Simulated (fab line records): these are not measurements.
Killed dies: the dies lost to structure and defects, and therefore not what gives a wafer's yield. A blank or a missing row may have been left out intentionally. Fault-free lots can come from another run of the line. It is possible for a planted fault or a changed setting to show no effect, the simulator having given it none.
Matching of chambers -- flow n5_finfet -- N5_SD_EPI_N_ETCH_35 on rie_diel-03 has 4 sister chambers
The step etches SOC in N2/H2, overetch 108 nm, time 486 s. 4 wafers are shown with their chamber, then 11 later ones without.

WAFERS WITH THEIR CHAMBER
wafer,chamber,throttle_valve_pct (%)
L085.2,1,24.25
L085.3,2,24.34
L085.4,3,23.65
L088.1,0,24.18

WAFERS WHOSE CHAMBER IS MISSING
wafer,throttle_valve_pct (%)
L088.3,23.65
L088.5,24.33
L094.2,24.36
L094.3,24.19
L094.4,23.68
L095.1,23.97
L095.3,24.20
L095.5,23.97
L096.1,24.37
L096.3,24.20
L096.5,23.69

THE CHAMBER EACH PASSED THROUGH
wafer,from the rows above,in truth
L088.3,3,3
L088.5,can't be placed: 2 or 1 or 0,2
L094.2,can't be placed: 2 or 1 or 0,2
L094.3,can't be placed: 0 or 1 or 2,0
L094.4,3,3
L095.1,can't be placed: 0 or 1 or 3 or 2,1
L095.3,can't be placed: 0 or 1 or 2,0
L095.5,can't be placed: 0 or 1 or 3 or 2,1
L096.1,can't be placed: 2 or 1 or 0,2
L096.3,can't be placed: 0 or 1 or 2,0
L096.5,3,3
Correctly placed: 3 of 11. Can't be placed from these rows: 8 (the true chamber is among the candidates in 8). 0 placed wrongly.
How it was worked out, from the rows above alone: a wafer's distance from a chamber is the root of the sum, over the readings, of the square of ((its reading less the chamber's mean) divided by the reading's scatter). The wafer belongs to the nearest chamber; if the next one is less than 2 further off, it can't be placed. A chamber's mean is the mean of its shown wafers. The scatter: root of mean squared gap, hidden wafer to nearest shown wafer, with one shown wafer a chamber.
